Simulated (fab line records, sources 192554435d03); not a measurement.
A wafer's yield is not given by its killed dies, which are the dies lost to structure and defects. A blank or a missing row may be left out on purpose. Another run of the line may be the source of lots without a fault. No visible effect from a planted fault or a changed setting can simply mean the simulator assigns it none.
Which tool did it?	flow n5Finfet	20 lots with 60 wafers sampled at 6 steps, on a route of 1938 steps

## WHAT THE GAUGES READ, wafer by wafer
The record lacks any reading of a measuring or inspecting step that a usual standard deviation could be used to judge.

## WHICH TOOL RAN EACH LOT (tool, then ch and the chambers of the sampled wafers, then the start)
lot	N5_STI_FIN_REVEAL_ETCH_34	N5_DUMMY_GATE_STRIP_41	N5_SD_EPI_N_ETCH_34	N5_SD_EPI_N_STRIP_38	N5_SD_EPI_P_ETCH_36	N5_SD_EPI_P_ETCHBACK_46
L074	rieSi-01 ch 0,1,2, day 2 13:57	rieDiel-06 ch 0,2, day 3 00:02	rieDiel-01 ch 0,1, day 3 01:46	plasmaAsher-01 ch 0,1, day 3 02:31	rieDiel-06 ch 0,2, day 3 06:14	rieDiel-06 ch 0,2, day 3 06:37
L075	rieSi-02 ch 0,1,3, day 2 19:45	rieDiel-02 ch 0,1,2, day 3 05:31	rieDiel-03 ch 1,2,3, day 3 08:17	plasmaAsher-01 ch 0,1, day 3 09:02	rieDiel-06 ch 0,1,3, day 3 12:39	rieDiel-06 ch 0,1,3, day 3 13:02
L077	rieSi-01 ch 0,2,3, day 3 06:44	rieDiel-06 ch 0,2,3, day 3 16:50	rieDiel-04 ch 1,3, day 3 18:44	plasmaAsher-02 ch 0,1, day 3 19:29	rieDiel-06 ch 0,2, day 3 23:03	rieDiel-06 ch 0,2, day 3 23:26
L078	rieSi-02 ch 1,2, day 3 13:31	rieDiel-05 ch 0,1, day 3 23:17	rieDiel-01 ch 2,3, day 4 01:13	plasmaAsher-01 ch 0,1, day 4 01:58	rieDiel-02 ch 0,2,3, day 4 05:40	rieDiel-02 ch 0,2,3, day 4 06:02
L079	rieSi-03 ch 1,2, day 3 18:38	rieDiel-06 ch 0,1,3, day 4 04:40	rieDiel-01 ch 0,1,2, day 4 07:24	plasmaAsher-01 ch 0,1, day 4 08:09	rieDiel-05 ch 1,2,3, day 4 11:58	rieDiel-05 ch 1,2,3, day 4 12:21
L080	rieSi-03 ch 0,2,3, day 4 00:50	rieDiel-05 ch 0,2,3, day 4 10:40	rieDiel-01 ch 0,2,3, day 4 12:38	plasmaAsher-01 ch 0,1, day 4 13:22	rieDiel-06 ch 1,2,3, day 4 18:11	rieDiel-06 ch 1,2,3, day 4 18:34
L081	rieSi-02 ch 0,1,3, day 4 06:19	rieDiel-05 ch 0,2,3, day 4 16:16	rieDiel-01 ch 0,1,2, day 4 21:29	plasmaAsher-01 ch 0,1, day 4 22:14	rieDiel-02 ch 0,2,3, day 5 01:59	rieDiel-02 ch 0,2,3, day 5 02:22
L082	rieSi-02 ch 2,3, day 4 14:08	rieDiel-06 ch 2,3, day 5 01:05	rieDiel-03 ch 0,2,3, day 5 04:23	plasmaAsher-02 ch 0,1, day 5 05:11	rieDiel-02 ch 0,1,3, day 5 09:03	rieDiel-02 ch 0,1,3, day 5 09:26
L083	rieSi-02 ch 0,2,3, day 4 18:59	rieDiel-05 ch 1,2,3, day 5 09:07	rieDiel-03 ch 1,2,3, day 5 11:16	plasmaAsher-02 ch 0,1, day 5 12:01	rieDiel-06 ch 0,1,2, day 5 15:43	rieDiel-06 ch 0,1,2, day 5 16:06
L084	rieSi-02 ch 1,3, day 5 01:46	rieDiel-05 ch 0,1,3, day 5 12:53	rieDiel-04 ch 0,1,2, day 5 14:37	plasmaAsher-01 ch 1, day 5 15:22	rieDiel-02 ch 0,2,3, day 5 19:07	rieDiel-02 ch 0,2,3, day 5 19:30
L085	rieSi-01 ch 0,1,2, day 5 09:13	rieDiel-06 ch 1,3, day 5 19:34	rieDiel-04 ch 0,2, day 5 21:38	plasmaAsher-02 ch 0,1, day 5 22:23	rieDiel-06 ch 0,3, day 6 03:47	rieDiel-06 ch 0,3, day 6 04:10
L086	rieSi-02 ch 1,2,3, day 5 17:56	rieDiel-05 ch 0,1,3, day 6 03:50	rieDiel-03 ch 0,1,2, day 6 05:32	plasmaAsher-01 ch 0,1, day 6 06:17	rieDiel-06 ch 0,1,3, day 6 12:01	rieDiel-06 ch 0,1,3, day 6 12:23
L088	rieSi-02 ch 0,1,2, day 5 23:24	rieDiel-02 ch 0,2, day 6 09:55	rieDiel-03 ch 1,2,3, day 6 11:47	plasmaAsher-01 ch 0,1, day 6 12:32	rieDiel-02 ch 1,3, day 6 18:06	rieDiel-02 ch 1,3, day 6 18:29
L089	rieSi-01 ch 0,3, day 6 05:49	rieDiel-05 ch 2,3, day 6 15:44	rieDiel-01 ch 1,2, day 6 17:33	plasmaAsher-01 ch 0,1, day 6 18:17	rieDiel-05 ch 1,3, day 7 01:13	rieDiel-05 ch 1,3, day 7 01:35
L090	rieSi-02 ch 0,1,2, day 6 12:10	rieDiel-06 ch 1,2, day 6 22:29	rieDiel-04 ch 1,2,3, day 7 00:19	plasmaAsher-01 ch 0,1, day 7 01:04	rieDiel-05 ch 1,2, day 7 04:45	rieDiel-05 ch 1,2, day 7 05:08
L091	rieSi-03 ch 0,1,3, day 6 18:13	rieDiel-05 ch 1,2,3, day 7 04:23	rieDiel-04 ch 1,2,3, day 7 06:51	plasmaAsher-02 ch 0,1, day 7 07:35	rieDiel-02 ch 0,3, day 7 12:19	rieDiel-02 ch 0,3, day 7 12:42
L092	rieSi-03 ch 0,1,3, day 6 23:08	rieDiel-05 ch 1,2, day 7 09:19	rieDiel-04 ch 1,2, day 7 11:08	plasmaAsher-01 ch 0,1, day 7 11:53	rieDiel-06 ch 0,2,3, day 7 17:24	rieDiel-06 ch 0,2,3, day 7 17:47
L093	rieSi-02 ch 0,1,3, day 7 05:22	rieDiel-05 ch 1,2, day 7 15:12	rieDiel-04 ch 0,2, day 7 17:37	plasmaAsher-02 ch 0,1, day 7 18:22	rieDiel-02 ch 0,2,3, day 7 23:40	rieDiel-02 ch 0,2,3, day 8 00:02
L094	rieSi-01 ch 1,2,3, day 7 13:01	rieDiel-02 ch 0,3, day 7 22:58	rieDiel-04 ch 1,2, day 8 00:49	plasmaAsher-01 ch 0,1, day 8 01:39	rieDiel-06 ch 2,3, day 8 07:33	rieDiel-06 ch 2,3, day 8 07:56
L097	rieSi-01 ch 0,1, day 8 06:14	rieDiel-06 ch 0,1,2, day 8 16:15	rieDiel-04 ch 0,3, day 8 18:04	plasmaAsher-02 ch 0,1, day 8 18:49	rieDiel-05 ch 2,3, day 8 23:23	rieDiel-05 ch 2,3, day 8 23:46
- N5_STI_FIN_REVEAL_ETCH_34: etches Si in H2, material Si, target depth 0.97 nm.
- N5_DUMMY_GATE_STRIP_41: strips in O2.
- N5_SD_EPI_N_ETCH_34: etches SiARC in CF4, target depth 45.5 nm, time 75.8 s.
- N5_SD_EPI_N_STRIP_38: strips in N2/H2.
- N5_SD_EPI_P_ETCH_36: etches SiARC in CF4, target depth 45.5 nm, time 75.8 s.
- N5_SD_EPI_P_ETCHBACK_46: etches SiNx in CH3F/O2, stops on SiO2, target depth 17.5 nm.

## AS READ BY THE TOOLS THEMSELVES (means over the sampled wafers that have a number; for cases with no such wafer, the mark the record gives instead)
N5_STI_FIN_REVEAL_ETCH_34.
lot	tool	drypumpMotorCurrentA (A)	oesProductAu (a.u.)	throttleValvePct (%)
L074	rieSi-01	5.8	1.001	25.7
L075	rieSi-02	6.4	1.005	26.0
L077	rieSi-01	6.0	1.008	25.7
L078	rieSi-02	6.7	0.997	25.5
L079	rieSi-03	6.0	1.003	25.7
L080	rieSi-03	5.4	1.005	25.9
L081	rieSi-02	6.4	1.015	26.0
L082	rieSi-02	6.2	1.006	25.5
L083	rieSi-02	6.3	1.007	25.7
L084	rieSi-02	6.2	1.012	25.8
L085	rieSi-01	5.8	1.010	25.7
L086	rieSi-02	6.5	0.999	25.7
L088	rieSi-02	6.6	1.006	25.9
L089	rieSi-01	6.3	1.005	25.9
L090	rieSi-02	6.6	1.000	25.9
L091	rieSi-03	5.2	1.010	25.7
L092	rieSi-03	5.2	0.996	25.7
L093	rieSi-02	6.4	1.013	26.0
L094	rieSi-01	5.9	1.007	25.5
L097	rieSi-01	6.1	0.998	25.9

N5_DUMMY_GATE_STRIP_41.
lot	tool	drypumpMotorCurrentA (A)	oesProductAu (a.u.)	rfVppV (V)	showerheadPlenumPTorr (Torr)	throttleValvePct (%)
L074	rieDiel-06	5.6	0.72	3.8	2.05	16.80
L075	rieDiel-02	5.3	0.73	3.9	2.05	16.93
L077	rieDiel-06	5.8	0.74	3.8	2.09	16.65
L078	rieDiel-05	6.0	0.80	3.6	2.04	16.75
L079	rieDiel-06	6.1	0.83	3.9	2.14	16.42
L080	rieDiel-05	5.6	0.75	3.3	2.11	16.74
L081	rieDiel-05	5.6	0.74	4.0	2.11	16.75
L082	rieDiel-06	6.1	0.71	4.1	2.11	16.78
L083	rieDiel-05	5.4	0.80	3.2	2.17	16.68
L084	rieDiel-05	5.8	0.79	3.7	2.11	16.65
L085	rieDiel-06	6.6	0.86	3.5	2.21	16.30
L086	rieDiel-05	5.8	0.79	3.7	2.11	16.65
L088	rieDiel-02	5.1	0.71	3.5	2.04	16.79
L089	rieDiel-05	5.2	0.73	4.0	2.17	16.81
L090	rieDiel-06	6.1	0.75	3.7	2.11	16.71
L091	rieDiel-05	5.4	0.79	3.3	2.16	16.71
L092	rieDiel-05	5.5	0.84	3.5	2.14	16.77
L093	rieDiel-05	5.5	0.83	3.6	2.14	16.77
L094	rieDiel-02	5.3	0.75	3.5	2.18	16.99
L097	rieDiel-06	5.9	0.76	3.6	2.09	16.63

N5_SD_EPI_N_ETCH_34.
lot	tool	drypumpMotorCurrentA (A)	etchRfOnTimeS (s)	oesProductAu (a.u.)	rfVppV (V)	showerheadPlenumPTorr (Torr)	throttleValvePct (%)
L074	rieDiel-01	5.6	74.7	0.66	185.1	2.17	15.46
L075	rieDiel-03	5.5	75.6	0.66	184.7	2.18	15.46
L077	rieDiel-04	5.9	75.9	0.69	185.1	2.20	15.56
L078	rieDiel-01	5.7	73.9	0.75	183.9	2.21	15.48
L079	rieDiel-01	5.2	74.6	0.64	184.6	2.14	15.55
L080	rieDiel-01	5.6	74.7	0.70	184.4	2.17	15.50
L081	rieDiel-01	5.2	74.8	0.64	183.7	2.14	15.56
L082	rieDiel-03	5.5	75.4	0.66	184.3	2.20	15.48
L083	rieDiel-03	5.5	75.4	0.65	184.1	2.17	15.50
L084	rieDiel-04	6.1	76.1	0.68	184.5	2.15	15.64
L085	rieDiel-04	6.1	77.6	0.64	185.3	2.13	15.72
L086	rieDiel-03	5.3	76.3	0.67	183.8	2.18	15.37
L088	rieDiel-03	5.5	75.7	0.64	184.4	2.17	15.52
L089	rieDiel-01	5.0	74.3	0.62	183.9	2.15	15.64
L090	rieDiel-04	6.0	75.2	0.65	184.3	2.17	15.59
L091	rieDiel-04	6.0	76.0	0.65	185.0	2.17	15.60
L092	rieDiel-04	6.0	76.3	0.69	183.8	2.15	15.61
L093	rieDiel-04	6.1	76.7	0.61	184.2	2.12	15.66
L094	rieDiel-04	6.0	76.1	0.64	185.3	2.13	15.59
L097	rieDiel-04	6.0	76.2	0.62	184.3	2.18	15.71

N5_SD_EPI_N_STRIP_38.
lot	tool	drypumpMotorCurrentA (A)	heaterPowerW (W)	oesProductAu (a.u.)
L074	plasmaAsher-01	5.7	336	0.765
L075	plasmaAsher-01	5.3	336	0.746
L077	plasmaAsher-02	6.4	347	0.764
L078	plasmaAsher-01	5.7	336	0.749
L079	plasmaAsher-01	5.7	332	0.761
L080	plasmaAsher-01	5.7	336	0.759
L081	plasmaAsher-01	5.7	331	0.764
L082	plasmaAsher-02	6.1	360	0.768
L083	plasmaAsher-02	6.1	361	0.770
L084	plasmaAsher-01	4.9	341	0.760
L085	plasmaAsher-02	6.4	345	0.754
L086	plasmaAsher-01	5.3	336	0.772
L088	plasmaAsher-01	5.7	337	0.762
L089	plasmaAsher-01	5.7	339	0.769
L090	plasmaAsher-01	5.3	337	0.770
L091	plasmaAsher-02	6.1	358	0.768
L092	plasmaAsher-01	5.7	334	0.761
L093	plasmaAsher-02	6.1	366	0.757
L094	plasmaAsher-01	5.7	333	0.754
L097	plasmaAsher-02	6.1	366	0.749

N5_SD_EPI_P_ETCH_36.
lot	tool	drypumpMotorCurrentA (A)	etchRfOnTimeS (s)	oesProductAu (a.u.)	rfVppV (V)	showerheadPlenumPTorr (Torr)	throttleValvePct (%)
L074	rieDiel-06	5.7	74.7	0.63	183.3	2.10	15.79
L075	rieDiel-06	6.1	77.4	0.71	184.5	2.19	15.38
L077	rieDiel-06	5.4	74.4	0.64	183.3	2.08	15.68
L078	rieDiel-02	5.2	76.9	0.63	184.3	2.17	15.80
L079	rieDiel-05	5.4	76.0	0.69	184.7	2.21	15.60
L080	rieDiel-06	6.3	75.7	0.68	185.8	2.21	15.52
L081	rieDiel-02	5.2	76.8	0.63	183.6	2.17	15.80
L082	rieDiel-02	5.4	76.7	0.63	184.4	2.16	15.91
L083	rieDiel-06	5.9	76.3	0.67	184.0	2.15	15.59
L084	rieDiel-02	5.2	76.8	0.63	184.3	2.17	15.82
L085	rieDiel-06	5.6	76.2	0.64	183.8	2.11	15.55
L086	rieDiel-06	6.1	77.6	0.68	184.6	2.18	15.41
L088	rieDiel-02	5.6	77.4	0.61	182.7	2.08	15.97
L089	rieDiel-05	5.7	76.6	0.71	184.7	2.20	15.50
L090	rieDiel-05	5.2	76.8	0.66	184.7	2.20	15.82
L091	rieDiel-02	5.3	76.4	0.64	184.4	2.22	15.92
L092	rieDiel-06	5.8	76.9	0.61	184.2	2.13	15.68
L093	rieDiel-02	5.2	76.8	0.69	185.0	2.25	15.69
L094	rieDiel-06	6.0	75.7	0.60	184.3	2.15	15.81
L097	rieDiel-05	5.4	76.2	0.62	185.5	2.22	15.64

N5_SD_EPI_P_ETCHBACK_46.
lot	tool	drypumpMotorCurrentA (A)	oesProductAu (a.u.)	rfVppV (V)	showerheadPlenumPTorr (Torr)	throttleValvePct (%)
L074	rieDiel-06	5.6	0.62	295	1.95	16.47
L075	rieDiel-06	6.1	0.72	301	2.04	16.10
L077	rieDiel-06	5.4	0.64	297	1.94	16.39
L078	rieDiel-02	5.2	0.64	298	2.02	16.52
L079	rieDiel-05	5.4	0.69	301	2.07	16.36
L080	rieDiel-06	6.4	0.68	299	2.06	16.18
L081	rieDiel-02	5.2	0.64	298	2.02	16.53
L082	rieDiel-02	5.4	0.64	294	2.02	16.61
L083	rieDiel-06	5.8	0.67	297	2.00	16.28
L084	rieDiel-02	5.2	0.63	298	2.02	16.54
L085	rieDiel-06	5.6	0.65	300	1.97	16.28
L086	rieDiel-06	6.1	0.69	300	2.04	16.14
L088	rieDiel-02	5.6	0.62	294	1.94	16.68
L089	rieDiel-05	5.7	0.71	303	2.04	16.21
L090	rieDiel-05	5.2	0.67	299	2.06	16.60
L091	rieDiel-02	5.3	0.64	294	2.07	16.62
L092	rieDiel-06	5.8	0.62	299	1.98	16.38
L093	rieDiel-02	5.2	0.71	299	2.10	16.42
L094	rieDiel-06	6.1	0.60	296	2.00	16.47
L097	rieDiel-05	5.4	0.62	299	2.09	16.41

## THE ANSWER, worked out from the rows above alone
Rule: the lots themselves supply what counts as usual. Put in order of their means at a reading, lots are off if they are a third of the lots or fewer, leave a main group of 4 or more, and stand apart from it by a gap of 3 or more times the standard deviation of the main group's means; of several such gaps the widest counts. If all means in a main group match to the digits the tables above print for the reading, that group is not used. Also off: a lot with no number at a reading for which 4 or more lots have one. All remaining lots with rows at the step are treated as sound. First the gauges in route order, then the tools' own readings, where a lot's mean is used as printed above. The first step at which some lot is off is used, and at that step the reading that is off furthest; a lot without a number counts as furthest.
No lot is off on any of the readings shown, so nothing can be concluded from this.

## WHAT THE SIMULATOR HAD INSERTED
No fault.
